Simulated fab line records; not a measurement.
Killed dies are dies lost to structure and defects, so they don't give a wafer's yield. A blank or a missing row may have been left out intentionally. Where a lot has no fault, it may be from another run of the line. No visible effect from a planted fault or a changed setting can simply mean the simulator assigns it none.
fab line records	flow nandHarc
[record] lots = 14	wafers = 42	lastDay = 34
route steps=1302 shown A_CONTACT@1081
lots untouched by any fault: they come from a run of this same line in which no faults occurred
startH: hours from the record's first day to the start of the lot's first wafer shown	waitH: hours since the lot's step before	" unchanged from the row above	L1.1+2: a single row standing in for several wafers	- value missing, or start not given	* or withheld: withheld	< > ~ a bound
route shown NAME@n: names a module that has steps shown in the file, with the first one's number in the route	usual: average and standard deviation across the fault-free wafers	same: alike in all rows	chamber/n: place in a boat	sites: per-site readings	_std_site: standard deviation of those values	_edge_site: the outer-site mean with the inner-site mean subtracted	radiusMm: for every site, how far away it sits from the centre of the wafer	mask NAME#n: copy n	behind: the most recent tool/chamber to have shaped the wafer	hold: why the lot went on hold/how many hours it stayed there/how the hold came to an end	device: the transistor (n, p or np) that didn't switch	end of line: tests run on the same wafers once the route is complete	step lacking rows: just its recipe	killed: dies that structure and defects cost at the first sort, which is not the same as the wafer's yield	map: a wafer's dies, marking killed ones x, the rest . and places with no die _
set.NAME: the run value of the setting; set.NAME@STEP: its run value at that earlier step	model.NAME: the simulator's own value behind a step, which no gauge read
route steps across a sampled set of lots; one table per step, one row per wafer
services: a tool's chamber out of use, with start hour (startH, from the record's first day; less than 0 if before it), hours out, and reason
[[steps]]
[step NHARC_A_CONTACT_DESCUM_13]
[recipe] timeS = 3	o2FlowSccm = 200	arFlowSccm = 0	biasPowerW = 0	chemistry = O2
[usual] drypumpMotorCurrentA = 5.6/0.53	oesProductAu = 1.002/0.0095	rfVppV = 58.1/0.83	showerheadPlenumPTorr = 1.97/0.082	throttleValvePct = 11.311/0.0092
lot.wafer	tool	chamber	startH	waitH	drypumpMotorCurrentA	oesProductAu	rfHoursCounterH	rfVppV	showerheadPlenumPTorr	throttleValvePct
L824.2	rieDiel-12	2	526.66	0.1	6.2	1.013	11	59.2	2.07	11.301
L824.3	"	3	"	"	5.3	0.984	10	58.9	2.02	11.318
L824.5	"	2	"	"	6.2	1.004	-	58.5	2.07	11.309
L826.2	rieDiel-12	0	531.22	0.1	5.1	1.002	12	57.4	1.88	11.326
L826.4	"	1	"	"	5.0	1.012	7	58.5	2.02	11.319
L826.1	"	2	"	"	6.2	1.017	11	57.2	2.07	11.301
L825.4	rieDiel-12	2	535.64	0.1	6.2	1.027	12	59.8	2.07	11.321
L825.1	"	0	"	"	5.2	1.005	12	57.4	1.88	11.303
L825.6	"	2	"	"	6.2	1.018	-	58.6	2.07	11.308
L829.2	rieDiel-04	1	582.85	0.1	5.3	0.993	4	57.5	2.02	11.309
L829.4	"	3	"	"	6.4	0.988	9	57.8	1.85	11.303
L829.1	"	0	"	"	5.2	1.014	10	58.4	1.93	11.332
L830.2	rieDiel-01	3	583.59	0.1	6.0	1.010	5	57.8	1.80	11.319
L830.1	"	0	"	"	5.2	1.000	5	58.3	2.04	11.316
L830.3	"	1	"	"	5.2	0.995	7	57.5	1.94	11.304
L832.4	rieDiel-04	0	585.50	0.1	5.2	1.000	11	58.3	1.93	11.308
L832.1	"	2	"	"	5.7	0.998	11	58.1	1.93	11.310
L832.5	"	1	"	"	5.3	0.989	-	56.8	2.02	11.309
L831.3	rieDiel-04	3	587.73	0.1	6.4	0.990	12	58.0	1.85	11.308
L831.4	"	1	"	"	5.3	0.989	-	57.3	2.01	11.302
L831.5	"	3	"	"	6.4	0.992	-	57.5	1.85	11.314
L827.3	rieDiel-12	2	588.87	0.1	6.2	1.010	21	57.5	2.07	11.322
L827.2	"	3	"	"	5.3	1.004	21	59.2	2.02	11.315
L827.4	"	0	"	"	5.1	0.996	22	58.0	1.88	11.320
L836.3	rieDiel-12	1	615.36	0.1	5.0	1.000	21	57.2	2.01	11.324
L836.4	"	2	"	"	6.2	1.015	25	58.6	2.07	11.313
L836.1	"	3	"	"	5.4	1.005	24	58.1	2.02	11.315
L835.4	rieDiel-12	1	619.53	0.1	5.0	1.007	23	58.6	2.01	11.300
L835.1	"	3	"	"	5.3	0.993	25	57.3	2.02	11.302
L835.6	"	2	"	"	6.2	1.007	-	58.9	2.07	11.328
L838.4	rieDiel-12	3	658.92	0.3	5.3	0.988	4	59.2	2.01	11.311
L838.6	"	3	"	"	5.3	1.004	-	57.7	2.01	11.314
L838.5	"	0	"	"	5.1	1.012	-	57.2	1.87	11.291
L841.2	rieDiel-12	1	670.91	0.1	5.0	0.989	6	59.1	2.01	11.312
L841.4	"	3	"	"	5.3	0.988	7	58.6	2.01	11.322
L841.5	"	1	"	"	5.0	0.989	-	56.9	2.01	11.301
L846.2	rieDiel-12	2	743.21	0.1	6.2	1.004	18	59.2	2.06	11.299
L846.1	"	3	"	"	5.3	0.998	19	58.8	2.01	11.307
L846.3	"	0	"	"	5.1	1.009	19	57.9	1.87	11.305
L847.3	rieDiel-12	0	757.59	0.1	5.1	1.000	20	57.7	1.87	11.310
L847.6	"	3	"	"	5.3	0.990	-	57.3	2.01	11.300
L847.5	"	0	"	"	5.1	0.996	-	58.0	1.87	11.307
[step NHARC_A_CONTACT_ETCH_137]
[recipe] sourceW = withheld	pressureMtorr = 20	biasV = 1200	timeS = 311	targetDepthA = 19120	arFlowSccm = withheld	c4f8FlowSccm = withheld	o2FlowSccm = withheld	chemistry = C4F8/O2/Ar
lot.wafer	tool	chamber	startH	waitH	rfHoursCounterH
L824.2	harCapEtch-03	1	528.50	0.2	46
L824.3	"	0	"	"	-
L824.5	"	0	"	"	-
L826.2	harCapEtch-02	1	533.13	0.2	86
L826.1	"	0	"	"	86
L826.4	"	0	"	"	-
L825.1	harCapEtch-03	0	537.55	0.2	47
L825.4	"	0	"	"	-
L825.6	"	1	"	"	-
L829.1	harCapEtch-02	1	584.71	0.2	96
L829.2	"	0	"	"	96
L829.4	"	0	"	"	-
L830.2	harCapEtch-03	1	585.44	0.2	56
L830.1	"	0	"	"	56
L830.3	"	1	"	"	-
L832.1	harCapEtch-01	1	587.43	0.2	16
L832.4	"	0	"	"	-
L832.5	"	1	"	"	-
L831.3	harCapEtch-02	0	589.89	0.2	-
L831.4	"	1	"	"	-
L831.5	"	1	"	"	-
L827.2	harCapEtch-03	1	590.83	0.2	57
L827.4	"	1	"	"	-
L827.3	"	0	"	"	-
L836.1	harCapEtch-02	0	617.27	0.2	103
L836.3	"	1	"	"	-
L836.4	"	0	"	"	-
L835.1	harCapEtch-01	1	621.71	0.3	24
L835.4	"	0	"	"	-
L835.6	"	0	"	"	-
L838.4	harCapEtch-01	1	660.95	0.2	-
L838.6	"	0	"	"	-
L838.5	"	1	"	"	-
L841.2	harCapEtch-01	1	672.97	0.2	32
L841.4	"	1	"	"	-
L841.5	"	1	"	"	-
L846.1	harCapEtch-01	0	745.28	0.2	42
L846.2	"	1	"	"	42
L846.3	"	1	"	"	-
L847.3	harCapEtch-01	0	759.57	0.2	-
L847.5	"	1	"	"	-
L847.6	"	0	"	"	-
[step NHARC_A_CONTACT_CD_MEAS_15]
[usual] cdNm = 190.0/0.63
lot.wafer	tool	chamber	startH	waitH	cdNm
L824.2	cdSem-03	-	529.83	-	189.4
L824.3	"	-	"	"	189.5
L824.5	"	-	"	"	190.3
L826.1	cdSem-03	-	534.45	-	189.4
L826.2	"	-	"	"	189.7
L826.4	"	-	"	"	189.4
L825.1	cdSem-03	-	539.00	-	189.8
L825.4	"	-	"	"	189.8
L825.6	"	-	"	"	189.1
L829.1	cdSem-01	-	586.12	-	190.0
L829.2	"	-	"	"	189.7
L829.4	"	-	"	"	189.6
L830.1	cdSem-01	-	587.22	-	191.9
L830.2	"	-	"	"	191.1
L830.3	"	-	"	"	191.2
L832.1	cdSem-01	-	588.74	-	189.2
L832.4	"	-	"	"	188.6
L832.5	"	-	"	"	188.5
L831.3	cdSem-01	-	591.13	-	189.7
L831.4	"	-	"	"	190.0
L831.5	"	-	"	"	189.9
L827.2	cdSem-03	-	592.16	-	190.2
L827.3	"	-	"	"	189.7
L827.4	"	-	"	"	189.2
L836.1	cdSem-01	-	618.54	-	190.9
L836.3	"	-	"	"	190.8
L836.4	"	-	"	"	190.8
L835.1	cdSem-03	-	623.23	-	189.7
L835.4	"	-	"	"	189.8
L835.6	"	-	"	"	190.3
L838.4	cdSem-01	-	662.15	-	189.3
L838.5	"	-	"	"	189.7
L838.6	"	-	"	"	189.2
L841.2	cdSem-02	-	674.29	-	191.0
L841.4	"	-	"	"	190.2
L841.5	"	-	"	"	190.7
L846.1	cdSem-03	-	746.60	-	189.6
L846.2	"	-	"	"	190.2
L846.3	"	-	"	"	190.2
L847.3	cdSem-01	-	760.76	-	189.7
L847.5	"	-	"	"	189.9
L847.6	"	-	"	"	188.7
[step NHARC_A_CONTACT_CMP_20]
[recipe] tOverpolishS = 30	targetThkNm = 300
[usual] edgeZonePressureFrac = 1.000/0.0048	motorCurrentA = 12.3/1.5	overpolishRunS = 30.000/0.0095	retainingRingPressureFrac = 0.999/0.0051	tOverpolishS = 30/0	timeToEndpointS = 60.7/2.5
lot.wafer	tool	chamber	startH	waitH	edgeZonePressureFrac	motorCurrentA	overpolishRunS	retainingRingPressureFrac	tOverpolishS	timeToEndpointS
L824.3	cmp-02	1	531.89	0.4	1.010	10.8	29.996	1.003	30	61.8
L824.2	"	2	"	"	0.995	10.7	30.002	1.010	30	62.6
L824.5	"	1	"	"	1.000	10.0	29.997	1.000	30	64.0
L826.4	cmp-01	1	536.48	0.4	0.997	14.0	29.995	1.001	30	60.0
L826.2	"	3	"	"	0.991	10.8	29.994	1.001	30	60.9
L826.1	"	0	"	"	0.999	11.5	29.994	1.005	30	60.7
L825.1	cmp-02	2	541.90	0.6	0.998	12.2	29.993	0.996	30	60.4
L825.4	"	3	"	"	0.998	11.4	30.004	0.997	30	57.3
L825.6	"	3	"	"	1.000	11.9	29.996	0.997	30	58.4
L829.4	cmp-04	3	588.16	0.4	0.989	12.4	29.993	0.994	30	64.6
L829.1	"	0	"	"	1.000	11.4	30.011	0.998	30	60.5
L829.2	"	1	"	"	1.002	12.0	30.001	1.002	30	61.2
L830.3	cmp-02	3	590.01	0.9	1.000	11.5	29.994	0.999	30	59.9
L830.1	"	0	"	"	1.004	15.4	30.010	0.994	30	59.8
L830.2	"	1	"	"	1.002	10.8	30.003	1.008	30	61.3
L832.1	cmp-02	2	591.04	0.7	1.004	12.2	30.001	0.985	30	60.4
L832.4	"	3	"	"	0.996	11.2	30.023	1.001	30	63.7
L832.5	"	1	"	"	0.995	11.0	30.013	0.992	30	62.8
L831.3	cmp-01	0	593.17	0.5	0.999	11.7	30.000	0.995	30	62.0
L831.4	"	2	"	"	0.993	11.4	29.996	1.006	30	58.1
L831.5	"	1	"	"	1.003	14.4	29.989	0.999	30	58.4
L827.3	cmp-04	2	594.46	0.4	0.997	11.5	30.016	1.000	30	60.4
L827.4	"	3	"	"	1.009	13.0	30.019	1.005	30	65.2
L827.2	"	0	"	"	1.001	11.4	30.012	1.001	30	61.7
L836.1	cmp-04	3	620.58	0.6	1.009	12.8	30.000	1.001	30	62.6
L836.4	"	1	"	"	0.999	11.9	30.001	1.002	30	61.7
L836.3	"	2	"	"	1.000	11.7	30.000	0.999	30	64.1
L835.4	cmp-01	1	625.26	0.5	0.992	13.9	30.013	0.998	30	60.7
L835.1	"	0	"	"	1.000	11.8	29.999	1.004	30	60.7
L835.6	"	2	"	"	1.002	12.7	30.009	0.994	30	58.7
L838.4	cmp-01	1	664.35	0.6	-	-	-	-	-	-
L838.5	"	2	"	"	-	-	-	-	-	-
L838.6	"	3	"	"	-	-	-	-	-	-
L841.4	cmp-01	3	676.36	0.5	-	-	-	-	-	-
L841.2	"	2	"	"	-	-	-	-	-	-
L841.5	"	0	"	"	-	-	-	-	-	-
L846.2	cmp-01	1	748.72	0.6	1.005	13.6	29.989	0.995	30	58.5
L846.1	"	2	"	"	1.005	12.0	29.986	1.005	30	57.4
L846.3	"	0	"	"	0.998	11.6	29.997	0.998	30	57.2
L847.3	cmp-02	3	762.83	0.4	1.000	12.0	30.018	0.992	30	54.8
L847.6	"	1	"	"	1.000	10.7	30.004	0.998	30	59.9
L847.5	"	2	"	"	0.996	11.8	30.011	0.992	30	58.1
[step NHARC_A_CONTACT_INSPECT_23]
[usual] rawDefectCount = 487/110
lot.wafer	tool	chamber	startH	waitH	rawDefectCount
L824.2	defectInspect-01	-	532.27	0.1	525
L824.3	"	-	"	"	621
L824.5	"	-	"	"	463
L826.1	defectInspect-02	-	536.88	0.1	353
L826.2	"	-	"	"	419
L826.4	"	-	"	"	437
L825.1	defectInspect-01	-	542.31	0.1	495
L825.4	"	-	"	"	504
L825.6	"	-	"	"	519
L829.1	defectInspect-02	-	588.54	0.1	673
L829.2	"	-	"	"	547
L829.4	"	-	"	"	632
L830.1	defectInspect-01	-	590.42	0.1	593
L830.2	"	-	"	"	672
L830.3	"	-	"	"	529
L832.1	defectInspect-02	-	591.40	0.1	881
L832.4	"	-	"	"	410
L832.5	"	-	"	"	626
L831.3	defectInspect-01	-	593.57	0.1	458
L831.4	"	-	"	"	377
L831.5	"	-	"	"	567
L827.2	defectInspect-01	-	594.86	0.1	583
L827.3	"	-	"	"	339
L827.4	"	-	"	"	352
L836.1	defectInspect-01	-	620.98	0.1	718
L836.3	"	-	"	"	428
L836.4	"	-	"	"	365
L835.1	defectInspect-01	-	625.66	0.1	559
L835.4	"	-	"	"	490
L835.6	"	-	"	"	604
L838.4	defectInspect-01	-	664.68	0.1	2917
L838.5	"	-	"	"	2723
L838.6	"	-	"	"	2811
L841.2	defectInspect-02	-	676.76	0.1	2671
L841.4	"	-	"	"	2571
L841.5	"	-	"	"	2848
L846.1	defectInspect-01	-	749.12	0.1	493
L846.2	"	-	"	"	544
L846.3	"	-	"	"	458
L847.3	defectInspect-01	-	763.18	0.1	463
L847.5	"	-	"	"	718
L847.6	"	-	"	"	425
[[services]]
tool	chamber	startH	hours	kind
cmp-04	-	503.10	4.0	pm
cmp-01	-	514.97	0.3	repair
cmp-02	-	526.65	4.0	pm
rieDiel-04	-	533.12	9.0	pm
cmp-02	-	542.31	0.4	repair
rieDiel-04	1	560.84	20.0	repair
cmp-02	-	565.49	4.1	repair
cmp-01	-	577.51	3.5	repair
rieDiel-04	2	587.25	2.7	repair
cmp-01	-	600.15	4.0	pm
cmp-04	-	601.19	4.0	pm
harCapEtch-01	-	608.83	0.2	repair
rieDiel-12	-	609.04	0.7	repair
rieDiel-12	-	622.57	9.0	pm
cmp-02	-	624.69	4.0	pm
rieDiel-04	2	649.50	6.8	repair
cmp-02	-	657.97	23.6	repair
rieDiel-04	3	697.03	8.0	repair
cmp-01	-	698.15	4.0	pm
cmp-02	-	722.69	4.0	pm
rieDiel-12	1	737.79	11.7	repair
cmp-02	-	739.45	5.9	repair
harCapEtch-02	-	745.85	2.5	repair
harCapEtch-02	-	754.00	17.0	pm
[[key]]
[firstSign] step = NHARC_A_CONTACT_CMP_20	reading = toolRecord	direction = missing
[effect] step = NHARC_A_CONTACT_INSPECT_23	reading = rawDefectCount	direction = up	sigmas = 21	usual = 487	struck = 2757
metAt NHARC_A_CONTACT_CMP_20
struckLots L838,L841
laterRowsLeftOut L838.4,L838.5,L838.6,L841.2,L841.4,L841.5
sortLeftOut L838.4,L838.5,L838.6,L841.2,L841.4,L841.5
testerLeftOut L838,L841
notActingAt NHARC_A_CONTACT_DESCUM_13,NHARC_A_CONTACT_ETCH_137,NHARC_A_CONTACT_CD_MEAS_15
onsetBetween 625.26 664.35
[fault] kind = skippedStepWhole	tool = cmp-01	chamber = -	onsetH = 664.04	steps = NHARC_A_CONTACT_CMP_20	scope = struckLotsOnly
// testerLeftOut: of these lots the tester's yield and bins aren't shown, on N5 and GAA mostly nor the transistor test; their killed dies are dies lost to structure and defects alone, not to doping, threshold or leakage, so they don't give the yield
// sortLeftOut: the simulated sort isn't trusted on such a fault, so these wafers' sort isn't shown, and their yield isn't known
// laterRowsLeftOut: the simulator's readings of these wafers behind a module that went badly wrong aren't trusted and aren't shown, but for the sort
